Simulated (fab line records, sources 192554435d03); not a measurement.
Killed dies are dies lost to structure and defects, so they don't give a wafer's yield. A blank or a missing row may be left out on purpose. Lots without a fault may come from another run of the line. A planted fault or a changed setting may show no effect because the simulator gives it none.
Chamber matching | flow n5_finfet | N5_BEOL_M1_ALD_98 on ald_sin-01: 4 sister chambers
The step deposits SiO2, target thk 2.5 nm, pulse time 1 s, co reactant pulse time 1 s. 4 wafers are shown with their chamber, then 10 later ones without.

WAFERS WITH THEIR CHAMBER
wafer  | chamber | heater_power_w (W)
L087.4 | 2       | 75
L087.6 | 0       | 75
L091.2 | 1       | 75
L091.4 | 3       | 79

WAFERS WITHOUT THEIR CHAMBER
wafer  | heater_power_w (W)
L091.6 | 74
L093.3 | 75
L093.4 | 73
L093.5 | 72
L094.4 | 80
L094.5 | 75
L094.6 | 78
L096.1 | 77
L096.2 | 72
L096.3 | 74

WHICH CHAMBER EACH WENT THROUGH
wafer  | from the rows above               | in truth
L091.6 | can't be placed: 0 or 1 or 2      | 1
L093.3 | can't be placed: 0 or 1 or 2      | 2
L093.4 | can't be placed: 0 or 1 or 2      | 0
L093.5 | can't be placed: 0 or 1 or 2      | 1
L094.4 | 3                                 | 3
L094.5 | can't be placed: 0 or 1 or 2      | 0
L094.6 | can't be placed: 3 or 0 or 1 or 2 | 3
L096.1 | can't be placed: 0 or 1 or 2 or 3 | 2
L096.2 | can't be placed: 0 or 1 or 2      | 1
L096.3 | can't be placed: 0 or 1 or 2      | 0
Placed correctly: 1 of 10. Can't be placed from these rows: 9 (the true chamber is among the candidates in 9). Placed wrongly: 0.
How it was worked out, from the rows above alone: a wafer's distance from a chamber is the root of the sum, over the readings, of the square of ((its reading less the chamber's mean) divided by the reading's scatter). The wafer belongs to the nearest chamber; if the next one is less than 2 further off, it can't be placed. A chamber's mean is the mean of its shown wafers. The scatter: with one shown wafer a chamber, the root of the mean of the squares of how far each hidden wafer lies from its nearest shown one.
